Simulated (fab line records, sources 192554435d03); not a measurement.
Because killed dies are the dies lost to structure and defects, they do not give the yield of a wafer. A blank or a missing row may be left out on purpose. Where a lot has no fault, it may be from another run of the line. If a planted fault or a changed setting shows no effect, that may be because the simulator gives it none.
A lot that was struck, set against a sound lot | flow n5_finfet | 42 out of 1938 route steps
Sound: wafers L541.1, L541.3, L541.4. Struck: wafers L549.1, L549.6. (L549.5 of the same lot was not struck and is left out.) The cause comes at the end.
Order at every step that has rows: each side's tool, ch and its chambers, its first start. Under that, the readings that differ: sound wafers | struck wafers | difference of the means | sigmas: that difference in standard deviations of wafers without a fault.
alike: same words and numbers on both sides, and readings whose means sit less than 2 such deviations apart. not compared: any withheld reading, any reading some wafer has no value for, any bound like >300 that may hide the same value, and any number with overlapping values for which the record gives no deviation.
Wherever a step has rows on one side only, a row that says differs or no value, or a row with sigmas, the two part there. Numbers that don't overlap but have no deviation are shown without sigmas and don't part them. A reading missing from all wafers of one side parts the sides only when that side holds two or more wafers.

first, 4 steps without rows for these wafers: N5_BEOL_M5_STRIP_36 (strips in N2/H2); N5_BEOL_M5_TRENCH_ETCH_37 (etches SiCOH lowk in C4F6/O2, target depth 71.652 nm, time 24.7 s); N5_BEOL_M5_ETCH_41 (etches SiCN in CH3F/O2, target depth 31.5 nm, time 56.7 s); N5_BEOL_M5_STRIP_91 (strips in N2/H2, time 10 s).
N5_BEOL_M5_OCD_MEAS_38:
  sound on ocd-01, day 9 05:46; struck on ocd-02, day 11 22:17
  alike: trench_depth_nm
then, 4 steps without rows for these wafers: N5_BEOL_M5_HM_STRIP_39 (strips TiN in peroxide tin strip, target depth 25 nm, time 158 s); N5_BEOL_M5_SRD_40 (time 30 s); N5_BEOL_M5_PRECLEAN_42 (cleans in residue remover, time 60 s); N5_BEOL_M5_SRD_43 (time 30 s).
N5_BEOL_M5_CD_MEAS_35: target cd 28 nm, target cd y 24 nm.
  sound on cd_sem-02, day 9 05:55; struck on cd_sem-02, day 11 22:26
  alike: cd_nm
then, 2 steps without rows for these wafers: N5_BEOL_M5_CURE_80 (cures SiCOH lowk, time 120 s); N5_BEOL_M5_DEGAS_44 (time 60 s).
N5_BEOL_M5_PRE_CLEAN_45: time 30 s.
  sound on pvd_sputter-03, day 9 06:20; struck on pvd_sputter-01, day 11 23:02
  alike: heater_power_w
N5_BEOL_M5_ALD_86: deposits TaN, pulse time 2 s, purge time 3 s, co reactant purge time 2 s.
  sound on ald_metal-04 ch 1,2,3, day 9 06:37; struck on ald_metal-03 ch 2,3, day 11 23:06
  alike: heater_power_w
then, 4 steps without rows for these wafers: N5_BEOL_M5_SURFACE_TREAT_87; N5_BEOL_M5_CVD_47 (deposits Co from CCTBA/H2, target thk 3 nm, time 216 s); N5_BEOL_M5_SPUTTER_48 (material Cu, target thk 15 nm, time 27.62 s); N5_BEOL_M5_ANNEAL_49 (time 1800 s).
N5_BEOL_M5_SPUTTER_81: material Cu, target thk 15 nm, time 27.62 s.
  sound on pvd_sputter-02, day 9 09:25; struck on pvd_sputter-01, day 12 00:43
  alike: chamber_pressure_pa, throttle_valve_pct
then, 1 step without rows for these wafers: N5_BEOL_M5_ANNEAL_82 (time 1800 s).
N5_BEOL_M5_SPUTTER_83: material Cu, target thk 15 nm, time 27.62 s.
  sound on pvd_sputter-02, day 9 10:30; struck on pvd_sputter-01, day 12 01:49
  alike: chamber_pressure_pa, throttle_valve_pct
then, 5 steps without rows for these wafers: N5_BEOL_M5_ANNEAL_84 (time 1800 s); N5_BEOL_M5_SPUTTER_88 (material Cu, target thk 15 nm, time 27.62 s); N5_BEOL_M5_ANNEAL_89 (time 1800 s); N5_BEOL_M5_SPUTTER_90 (material Cu, target thk 4.5 nm, time 8.29 s); N5_BEOL_M5_ECD_50 (material Cu, target thk 300 nm).
N5_BEOL_M5_ANNEAL_51: time 90 s.
  sound on rtp_anneal-01 ch 0, day 9 12:52; struck on rtp_anneal-02 ch 0, day 12 04:11
  alike: wafer_temp_C_max
then, 1 step without rows for these wafers: N5_BEOL_M5_CMP_52 (polishes, stops on SiCOH lowk, t overpolish 6.9 s, target thk 62 nm).
N5_BEOL_M5_THK_MEAS_53: measures by xrf.
  sound on film_metro-02, day 9 15:23; struck on film_metro-02, day 12 04:46
  alike: M5_THK
N5_BEOL_M5_PRE_CLEAN_77: time 15 s.
  sound on cvd_co-01 ch 0,1, day 9 15:39; struck on cvd_co-01 ch 0,2, day 12 04:49
  alike: heater_power_w
then, 3 steps without rows for these wafers: N5_BEOL_M5_CO_CAP_78 (material Co, precursor CCTBA/H2, target thk 2 nm, time 102.1 s); N5_BEOL_M5_PRE_CLEAN_55 (time 15 s); N5_BEOL_M5_DEP_56 (deposits SiCN from 3MS/NH3, target thk 8 nm, time 14 s).
N5_BEOL_M5_RS_MEAS_57: the measuring method here is four-point-probe.
  sound on film_metro-02, day 9 15:53; struck on film_metro-01, day 12 05:02
  alike: M5_RS
then, 2 steps without rows for these wafers: N5_BEOL_M6_ILD_DEP_00 (deposits SiCOH lowk from DEMS/porogen, target thk 179.75 nm, time 33.4 s); N5_BEOL_M6_CURE_74 (cures SiCOH lowk, time 240 s).
N5_BEOL_M6_THK_MEAS_01:
  sound on film_metro-01, day 9 16:31; struck on film_metro-02, day 12 05:40
  alike: M6_ILD_THK
then, 4 steps without rows for these wafers: N5_BEOL_M6_PECVD_70 (deposits SiO2 from TEOS/O2, target thk 20 nm, time 22.7 s); N5_BEOL_M6_HM_DEP_02 (deposits TiN, target thk 20 nm); N5_BEOL_M6_COAT_59 (time 60 s, resist thk 100 nm); N5_BEOL_M6_COAT_60 (time 60 s, resist thk 35 nm).
-- a jump in the record: the struck wafers' starts before and after are 3 days apart (it breaks off in module BEOL_M6 and resumes in module PASSIVATION, where the first step shown is number 1936 of the route) --
N5_PASSIVATION_PROBE_49:
  rows exist in the record for the struck wafers here (prober-01, day 15 17:24), but not for the sound ones

WHERE THEY PART
Only at N5_PASSIVATION_PROBE_49, within this record.

WHY: what the simulator had put in
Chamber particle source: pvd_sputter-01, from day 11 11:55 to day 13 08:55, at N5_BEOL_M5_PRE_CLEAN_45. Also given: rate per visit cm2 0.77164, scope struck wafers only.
